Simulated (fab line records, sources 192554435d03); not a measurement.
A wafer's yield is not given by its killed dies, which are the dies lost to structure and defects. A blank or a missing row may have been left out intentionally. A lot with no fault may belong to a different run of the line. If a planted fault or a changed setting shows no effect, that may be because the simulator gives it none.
Which tool was responsible? || flow n5-finfet || 11 lots, 33 wafers sampled, at 3 steps of a route of 1938

WHAT THE GAUGES SHOWED, per wafer
N5_HKMG_FIN_INSPECT_14: inspects for defects (macro). Usual: 2.2 for raw-defect-count, sd 1.7.
{"lot": "L318", "measured": "day 4 03:46", "on": "defect-inspect-01", "raw-defect-count": "1 2 3", "flag": ""}
{"lot": "L319", "measured": "day 4 06:38", "on": "defect-inspect-02", "raw-defect-count": "1 4 2", "flag": ""}
{"lot": "L320", "measured": "day 4 18:23", "on": "defect-inspect-02", "raw-defect-count": "1 0 2", "flag": ""}
{"lot": "L325", "measured": "day 6 02:02", "on": "defect-inspect-01", "raw-defect-count": ">300 >300 >300", "flag": "OFF"}
{"lot": "L327", "measured": "day 6 10:20", "on": "defect-inspect-01", "raw-defect-count": ">300 >300 >300", "flag": "OFF"}
{"lot": "L328", "measured": "day 6 14:04", "on": "defect-inspect-02", "raw-defect-count": ">300 >300 >300", "flag": "OFF"}
{"lot": "L333", "measured": "day 7 22:05", "on": "defect-inspect-02", "raw-defect-count": "2 2 1", "flag": ""}
{"lot": "L332", "measured": "day 8 03:06", "on": "defect-inspect-01", "raw-defect-count": "2 1 1", "flag": ""}
{"lot": "L337", "measured": "day 9 00:19", "on": "defect-inspect-01", "raw-defect-count": "5 2 4", "flag": ""}
{"lot": "L338", "measured": "day 9 03:40", "on": "defect-inspect-02", "raw-defect-count": "1 0 0", "flag": ""}
{"lot": "L341", "measured": "day 10 00:18", "on": "defect-inspect-01", "raw-defect-count": "1 0 7", "flag": ""}

WHAT TOOL EACH LOT RAN ON (gives the tool, then ch and the chambers of the sampled wafers, and finally the start)
{"lot": "L318", "N5_HKMG_FIN_ETCH_55": "rie-diel-05 ch 0,1,3, day 4 00:31", "N5_HKMG_FIN_WET_ETCH_78": "wet-bench-03 ch 0,3,4, day 4 01:43"}
{"lot": "L319", "N5_HKMG_FIN_ETCH_55": "rie-diel-04 ch 1,2,3, day 4 03:21", "N5_HKMG_FIN_WET_ETCH_78": "wet-bench-05 ch 0,2,6, day 4 04:34"}
{"lot": "L320", "N5_HKMG_FIN_ETCH_55": "rie-diel-04 ch 0,2,3, day 4 15:10", "N5_HKMG_FIN_WET_ETCH_78": "wet-bench-05 ch 1,3,5, day 4 16:22"}
{"lot": "L325", "N5_HKMG_FIN_ETCH_55": "rie-diel-03 ch 0,1,3, day 5 22:47", "N5_HKMG_FIN_WET_ETCH_78": "wet-bench-05 ch 4,5,7, day 5 23:59"}
{"lot": "L327", "N5_HKMG_FIN_ETCH_55": "rie-diel-03 ch 0,1,3, day 6 07:05", "N5_HKMG_FIN_WET_ETCH_78": "wet-bench-05 ch 2,4,7, day 6 08:17"}
{"lot": "L328", "N5_HKMG_FIN_ETCH_55": "rie-diel-04 ch 2,3, day 6 10:52", "N5_HKMG_FIN_WET_ETCH_78": "wet-bench-05 ch 0,4,5, day 6 12:05"}
{"lot": "L333", "N5_HKMG_FIN_ETCH_55": "rie-diel-05 ch 0,1,3, day 7 18:44", "N5_HKMG_FIN_WET_ETCH_78": "wet-bench-04 ch 2,6,7, day 7 19:56"}
{"lot": "L332", "N5_HKMG_FIN_ETCH_55": "rie-diel-05 ch 0,3, day 7 23:45", "N5_HKMG_FIN_WET_ETCH_78": "wet-bench-04 ch 0,2,3, day 8 00:58"}
{"lot": "L337", "N5_HKMG_FIN_ETCH_55": "rie-diel-05 ch 0,1,3, day 8 21:11", "N5_HKMG_FIN_WET_ETCH_78": "wet-bench-04 ch 1,2,4, day 8 22:24"}
{"lot": "L338", "N5_HKMG_FIN_ETCH_55": "rie-diel-04 ch 1,3, day 9 00:01", "N5_HKMG_FIN_WET_ETCH_78": "wet-bench-03 ch 0,2,3, day 9 01:14"}
{"lot": "L341", "N5_HKMG_FIN_ETCH_55": "rie-diel-05 ch 0,1,3, day 9 21:04", "N5_HKMG_FIN_WET_ETCH_78": "wet-bench-03 ch 3,4,5, day 9 22:16"}
- N5_HKMG_FIN_ETCH_55: etches SOC in N2/H2, target depth 240 nm, time 300 s.
- N5_HKMG_FIN_WET_ETCH_78: etches Al2O3 in dNH4OH, stops on La2O3, target depth 4.5 nm, rinse time 30 s.

AS READ BY THE TOOLS THEMSELVES (means over the sampled wafers that have a number; for cases with no such wafer, the mark the record gives instead)
N5_HKMG_FIN_ETCH_55. Usual: drypump-motor-current-A 5.9 A, standard deviation 0.47; oes-product-au 0.74 a.u., standard deviation 0.079; rf-vpp-V 523.2 V, standard deviation 2.4; showerhead-plenum-p-Torr 2.52 Torr, standard deviation 0.075; throttle-valve-pct 17.81 %, standard deviation 0.26.
{"lot": "L318", "tool": "rie-diel-05", "drypump-motor-current-A (A)": 5.7, "oes-product-au (a.u.)": 0.72, "rf-vpp-V (V)": 524.3, "showerhead-plenum-p-Torr (Torr)": 2.53, "throttle-valve-pct (%)": 17.65, "flag": ""}
{"lot": "L319", "tool": "rie-diel-04", "drypump-motor-current-A (A)": 6.2, "oes-product-au (a.u.)": 0.77, "rf-vpp-V (V)": 523.5, "showerhead-plenum-p-Torr (Torr)": 2.55, "throttle-valve-pct (%)": 17.75, "flag": ""}
{"lot": "L320", "tool": "rie-diel-04", "drypump-motor-current-A (A)": 6.4, "oes-product-au (a.u.)": 0.76, "rf-vpp-V (V)": 524.1, "showerhead-plenum-p-Torr (Torr)": 2.55, "throttle-valve-pct (%)": 17.76, "flag": ""}
{"lot": "L325", "tool": "rie-diel-03", "drypump-motor-current-A (A)": 5.8, "oes-product-au (a.u.)": 0.86, "rf-vpp-V (V)": 522.6, "showerhead-plenum-p-Torr (Torr)": 2.51, "throttle-valve-pct (%)": 17.69, "flag": ""}
{"lot": "L327", "tool": "rie-diel-03", "drypump-motor-current-A (A)": 5.8, "oes-product-au (a.u.)": 0.86, "rf-vpp-V (V)": 522.9, "showerhead-plenum-p-Torr (Torr)": 2.50, "throttle-valve-pct (%)": 17.70, "flag": ""}
{"lot": "L328", "tool": "rie-diel-04", "drypump-motor-current-A (A)": 6.3, "oes-product-au (a.u.)": 0.75, "rf-vpp-V (V)": 523.3, "showerhead-plenum-p-Torr (Torr)": 2.51, "throttle-valve-pct (%)": 17.95, "flag": ""}
{"lot": "L333", "tool": "rie-diel-05", "drypump-motor-current-A (A)": 5.7, "oes-product-au (a.u.)": 0.69, "rf-vpp-V (V)": 522.7, "showerhead-plenum-p-Torr (Torr)": 2.52, "throttle-valve-pct (%)": 17.71, "flag": ""}
{"lot": "L332", "tool": "rie-diel-05", "drypump-motor-current-A (A)": 6.1, "oes-product-au (a.u.)": 0.69, "rf-vpp-V (V)": 523.5, "showerhead-plenum-p-Torr (Torr)": 2.54, "throttle-valve-pct (%)": 17.67, "flag": ""}
{"lot": "L337", "tool": "rie-diel-05", "drypump-motor-current-A (A)": 5.7, "oes-product-au (a.u.)": 0.70, "rf-vpp-V (V)": 522.7, "showerhead-plenum-p-Torr (Torr)": 2.51, "throttle-valve-pct (%)": 17.72, "flag": ""}
{"lot": "L338", "tool": "rie-diel-04", "drypump-motor-current-A (A)": 6.1, "oes-product-au (a.u.)": 0.75, "rf-vpp-V (V)": 522.9, "showerhead-plenum-p-Torr (Torr)": 2.50, "throttle-valve-pct (%)": 17.65, "flag": ""}
{"lot": "L341", "tool": "rie-diel-05", "drypump-motor-current-A (A)": 5.6, "oes-product-au (a.u.)": 0.69, "rf-vpp-V (V)": 523.3, "showerhead-plenum-p-Torr (Torr)": 2.51, "throttle-valve-pct (%)": 17.74, "flag": ""}

THE ANSWER, worked out from the rows above alone
Rule: take the mean of a lot's wafers that have a number; if it is more than 3 standard deviations from the usual mean, the lot is off. Also off: a lot with no number at a reading for which 4 or more lots have one. All remaining lots with rows at the step are treated as sound. After the gauges, taken in route order, come the tools' own readings; for these a lot's mean is taken, as printed above. The first step at which some lot is off is used, and at that step the reading that is off furthest; a lot without a number counts as furthest.
Off at N5_HKMG_FIN_INSPECT_14 (raw-defect-count): L325, L327, L328. Without a number there: L325, L327, L328.
If a tool, at a process step before that reading, ran all the lots that are off and no sound lot after the first of them, it fits. Gauges at N5_HKMG_FIN_INSPECT_14: tried the same way as those tools. One fits: wet-bench-05 at N5_HKMG_FIN_WET_ETCH_78. Its last sound lot is L320 (day 4 16:22), its first lot that is off L325 (day 5 23:59): a fault that began between those two fits.

WHAT WAS PUT IN BY THE SIMULATOR
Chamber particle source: wet-bench-05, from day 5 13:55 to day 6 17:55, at N5_HKMG_FIN_WET_ETCH_78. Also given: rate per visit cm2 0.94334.
Struck lots among those shown: L325, L327, L328. The rule given above showed the same thing.
